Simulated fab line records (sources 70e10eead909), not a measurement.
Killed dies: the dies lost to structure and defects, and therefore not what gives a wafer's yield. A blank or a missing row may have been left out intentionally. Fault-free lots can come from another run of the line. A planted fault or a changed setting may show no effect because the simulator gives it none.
Comparing a struck lot with a sound one + flow nand_harc + 24 steps out of a route of 1302
Sound: wafers L151.1, L151.3, L151.6. The struck wafers were L157.1, L157.2, L157.4. The cause is given at the end.
For every step that has rows: the tool of each side, followed by ch and its chambers, followed by its first start. Under that, the readings that differ: sound wafers + struck wafers + difference of the means + sigmas: that difference in standard deviations of wafers without a fault.
alike: readings with means less than 2 such deviations apart, plus words and numbers identical on both sides. not compared: withheld readings, readings lacking a value on some wafer, bounds such as >300 that could conceal the same value, and numbers that have no deviation in the record and whose values overlap.
Wherever a step has rows on one side only, a row that says differs or no value, or a row with sigmas, the two part there. When numbers do not overlap yet have no deviation, they are printed without sigmas and do not part them. Lack of a reading on every wafer of one side parts them only where that side has two or more wafers.

first, 1 step without rows for these wafers: NHARC_P_M1_SRD_25.
NHARC_P_M1_INSPECT_27:
  struck on defect_inspect-02, day 12 06:54; sound on defect_inspect-01, day 10 03:42
  alike: raw_defect_count
NHARC_P_M1_PRE_CLEAN_32: time 12 s.
  sound on pecvd-03 ch 0,1,2, day 10 03:47; struck on pecvd-02 ch 0,1, day 12 06:58
  alike: heater_power_w
NHARC_P_M1_DEP_33: deposits SiCN, target thk 30 nm.
  sound on pecvd-03 ch 0,1,2, day 10 03:53; struck on pecvd-02 ch 0,1, day 12 07:03
  alike: heater_power_w, showerhead_vpp_V
then, 7 steps without rows for these wafers: NHARC_P_M2_DEP_00 (deposits SiOC, target thk 182.5 nm); NHARC_P_M2_DEHYDRATE_01 (time 120 s); NHARC_P_M2_HMDS_02 (time 30 s); NHARC_P_M2_COAT_34 (time 65 s); NHARC_P_M2_COAT_03 (resist thk 90 nm); NHARC_P_M2_SOFTBAKE_04 (time 55 s); NHARC_P_M2_EBR_05.
NHARC_P_M2_EXPOSE_06: exposes mask P M2, target cd 170 nm.
  sound on arfi_scanner-01 ch 0, day 10 04:57; struck on arfi_scanner-02 ch 0, day 12 08:08
| reading              | sound             | struck               | difference | sigmas      |
|----------------------|-------------------|----------------------|------------|-------------|
| exposure_dose_mJ_cm2 | 80.72 80.82 80.70 | 117.18 117.17 116.98 | +36.36     | +99 or more |
  alike: mask, stage_vel_mm_s
then, 2 steps without rows for these wafers: NHARC_P_M2_PEB_07 (peb time 65 s); NHARC_P_M2_DEVELOP_08 (develop time 35 s).
NHARC_P_M2_CD_MEAS_09 targets a cd of 170 nm.
  sound on cd_sem-01 ch 0, day 10 05:05; struck on cd_sem-01 ch 0, day 12 08:16
| reading    | sound             | struck            | difference | sigmas |
|------------|-------------------|-------------------|------------|--------|
| cd_nm (nm) | 169.0 169.3 169.0 | 191.0 190.8 191.6 | +22.0      | +29    |
NHARC_P_M2_OVL_MEAS_10: pitch 340 nm.
  struck on overlay-01, day 12 08:22; sound on overlay-02, day 10 05:11
  alike: overlay_x_nm, overlay_y_nm
NHARC_P_M2_INSPECT_11:
  struck on defect_inspect-02, day 12 08:24; sound on defect_inspect-01, day 10 05:13
  alike: raw_defect_count
NHARC_P_M2_DESCUM_14: chemistry O2, time 3 s.
  sound on rie_diel-05 ch 1,3, day 10 05:17; struck on rie_diel-10 ch 0,1,3, day 12 08:28
| reading               | sound         | struck          | difference | sigmas |
|-----------------------|---------------|-----------------|------------|--------|
| model.P_M2.cd_nm (nm) | 168 168.4 168 | 190.9 191.5 191 | +23.0      |        |
  alike: drypump_motor_current_A, oes_product_au, rf_vpp_V, showerhead_plenum_p_Torr, throttle_valve_pct
  not compared: rf_hours_counter_h
NHARC_P_M2_ETCH_35: etches the open film in N2/H2, target depth 40 nm, overetch 12 nm, time 43.94 s.
  sound on rie_diel-05 ch 0,2,3, day 10 05:22; struck on rie_diel-10 ch 1,2,3, day 12 08:33
  alike: drypump_motor_current_A, h2_flow_sccm, oes_product_au, rf_vpp_V, showerhead_plenum_p_Torr, throttle_valve_pct
  not compared: rf_hours_counter_h
NHARC_P_M2_ETCH_15: etches the open film in C4F8/Ar, target depth 182.5 nm, time 91.2 s.
  sound: rie_diel-05 ch 0,3; struck: rie_diel-10 ch 0,1,3
  alike: oes_product_au, rf_vpp_V
  not compared: rf_hours_counter_h
NHARC_P_M2_CD_MEAS_16:
  struck on cd_sem-02, day 12 08:46; sound on cd_sem-01, day 10 05:35
| reading    | sound             | struck            | difference | sigmas |
|------------|-------------------|-------------------|------------|--------|
| cd_nm (nm) | 167.3 167.9 167.4 | 190.9 191.3 191.2 | +23.6      | +21    |
NHARC_P_M2_STRIP_18: strips in N2/H2.
  sound on rie_diel-10 ch 0,1,2, day 10 05:40; struck on rie_diel-05 ch 0,1,2, day 12 08:50
  alike: drypump_motor_current_A, h2_flow_sccm, oes_product_au, rf_vpp_V, showerhead_plenum_p_Torr, throttle_valve_pct
  not compared: rf_hours_counter_h
NHARC_P_M2_ETCH_28: etches the open film in CF4/N2, target depth 30 nm, time 72.99 s.
  sound: rie_diel-10 ch 0,1,2; struck: rie_diel-05 ch 0,1,2
| reading               | sound             | struck            | difference | sigmas |
|-----------------------|-------------------|-------------------|------------|--------|
| model.P_M2.cd_nm (nm) | 167.1 166.3 168.9 | 190.7 189.9 191.1 | +23.1      |        |
  alike: drypump_motor_current_A, oes_product_au, rf_vpp_V, showerhead_plenum_p_Torr, throttle_valve_pct
  not compared: rf_hours_counter_h
then, 1 step without rows for these wafers: NHARC_P_M2_STRIP_19 (strips in post etch residue remover, time 600 s).

## WHERE THEY PART
Earliest at NHARC_P_M2_EXPOSE_06; latest, in this record, at NHARC_P_M2_CD_MEAS_16. Later steps at which nothing parts them and some readings are alike: NHARC_P_M2_STRIP_18, NHARC_P_M2_ETCH_28.

WHY: whatever the simulator had introduced
Drift in process parameters on arfi_scanner-02 at NHARC_P_M2_EXPOSE_06, starting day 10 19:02. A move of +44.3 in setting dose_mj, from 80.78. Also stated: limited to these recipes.
